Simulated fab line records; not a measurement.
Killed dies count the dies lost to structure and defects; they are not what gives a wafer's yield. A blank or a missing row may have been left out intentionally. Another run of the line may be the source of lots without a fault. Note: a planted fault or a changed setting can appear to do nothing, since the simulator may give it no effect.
Matching of chambers -- flow n5-finfet -- N5_FIN_CUT_CUT_ETCH_15 on rie-si-06: 4 sister chambers
The step etches Si in HBr/Cl2/O2, target depth 100 nm, bt time 10 s, time 42.4 s. 8 wafers are shown with their chamber, then 7 later ones without.

## WAFERS PAIRED WITH THEIR CHAMBERS
wafer,chamber,throttle-valve-pct (%),oes-product-au (a.u.)
L074.6,2,36.8,0.992
L078.3,3,37.7,0.966
L078.5,2,36.8,0.995
L083.1,0,37.4,1.003
L083.5,1,37.8,1.001
L083.6,0,37.3,1.003
L086.1,1,37.8,1.001
L086.2,3,37.8,0.968

## WAFERS WHOSE CHAMBER IS MISSING
wafer,throttle-valve-pct (%),oes-product-au (a.u.)
L086.5,37.8,0.968
L091.1,37.8,0.998
L091.3,37.8,0.973
L091.4,36.8,0.986
L096.2,36.8,0.989
L096.3,37.4,0.993
L096.4,37.8,0.967

## THE CHAMBER EACH PASSED THROUGH
wafer,from the rows above,in truth
L086.5,3,3
L091.1,1,1
L091.3,3,3
L091.4,2,2
L096.2,2,2
L096.3,0,0
L096.4,3,3
Placed correctly: 7 of 7. From these rows, 0 cannot be placed. 0 placed wrongly.
How it was worked out, from the rows above alone: a wafer's distance from a chamber is the root of the sum, over the readings, of the square of ((its reading less the chamber's mean) divided by the reading's scatter). The wafer belongs to the nearest chamber; if the next one is less than 2 further off, it can't be placed. The mean given for a chamber averages the wafers shown for that chamber. The scatter: the root of (the sum of the squares of (reading less its chamber's mean) over the shown wafers, divided by (wafers less chambers)).
